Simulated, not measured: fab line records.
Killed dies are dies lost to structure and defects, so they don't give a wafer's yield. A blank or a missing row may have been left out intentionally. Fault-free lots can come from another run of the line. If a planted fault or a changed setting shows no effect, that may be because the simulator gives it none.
Problem report in the 8D (eight disciplines) form, filled by code | flow nand-harc | the parts of the form that need people (team, actions taken, sign-off) are left out

== 1. THE ISSUE ==
At NHARC_END_SORT_01, killed-at-array averages 667 over 3 wafers from 2 lots, while fault-free wafers read 57, standard deviation 20. Relative to the usual mean, that is a shift of +31 standard deviations.
First seen on wafer L704.5, day 27 05:46, on prober-02. The record has a number at this step for 5 wafers belonging to 2 lots. Rule for "out" (also "out of limits"): further than 4 standard deviations from the usual mean. All remaining wafers that have a number are taken as sound.

== 2. WHAT THIS IS AND IS NOT ==
question                    | is                           | is not
which readings at this step | killed-at-array, killed-dies | killed-at-other, killed-at-periphery, killed-short
which lots                  | L704, L706                   | -
which wafers of those lots  | L704.5, L704.6, L706.5       | L704.4, L706.3
read on which gauges        | prober-02                    | -
when                        | from day 27 05:46            | up to then (1 sound wafer); but 1 sound wafer of L706 came after

== 3. THE SUSPECTS, EACH WITH WHAT RULES IT OUT ==
Counting: a tool at a process step up to the reading stays a suspect if it ran every lot that is out. Sound lots after the first of them don't rule it out here, since some wafers of a struck lot are sound.
- the gauge at NHARC_END_SORT_01: ruled out. All the wafers that are out were read on prober-02, but those of them that NHARC_A_CHANNEL_HOLE_D2_ETCH_34 has rows for are out there too, on other tools.
- rie-diel-12 at NHARC_A_CHANNEL_HOLE_D2_ETCH_34 (etches the open film in CF4/CHF3, target depth 154 nm, time 77 s): kept. It ran every lot that is out, first L704 (day 15 10:52). On those wafers its own readings are out: oes-product-au.
Remaining after the count: rie-diel-12 at NHARC_A_CHANNEL_HOLE_D2_ETCH_34.

== 4. THE CAUSE (what the simulator had put in) ==
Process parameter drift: rie-diel-12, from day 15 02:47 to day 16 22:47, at NHARC_A_CHANNEL_HOLE_D2_ETCH_34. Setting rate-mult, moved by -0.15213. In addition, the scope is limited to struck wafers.
This tool alone remained once counting was done.

== 5. THE CHAIN OF EFFECTS, in route order ==
One row per reading whose mean, taken over the struck wafers that have a number, lies over 3 standard deviations from the usual. Readings are gone through only where the record gives a usual standard deviation; hours: the median, over the lots, of the time from a lot's start at the first step in this table giving one to that lot's start at this step; sigmas: the change measured in usual standard deviations.
hours | step                            | reading         | usual      | on struck wafers | change | sigmas
0     | NHARC_A_CHANNEL_HOLE_D2_ETCH_34 | oes-product-au  | 0.959 a.u. | 0.875            | -0.084 | -4.9
279   | NHARC_END_SORT_01               | killed-at-array | 57         | 667              | +610   | +31
279   | NHARC_END_SORT_01               | killed-dies     | 62         | 672              | +610   | +29
It contains these process steps:
- NHARC_A_CHANNEL_HOLE_D2_ETCH_34: etches the open film in CF4/CHF3, target depth 154 nm, time 77 s.

== 6. HOW IT WOULD HAVE BEEN CAUGHT EARLIER ==
Counted from the fault's start at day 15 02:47, it took 291 hours until the first out-of-limits reading at a measuring or inspecting step in this record, taken at day 27 05:46.
At NHARC_A_CHANNEL_HOLE_D2_ETCH_34, the tool's own readings (oes-product-au) were out on each struck wafer the step has a row for, so an alarm limit on them would have fired on the first such wafer.
By day 27 05:46, every lot that is out (2) had started NHARC_A_CHANNEL_HOLE_D2_ETCH_34 on rie-diel-12. Tool hold at that time: it would have spared none of them.
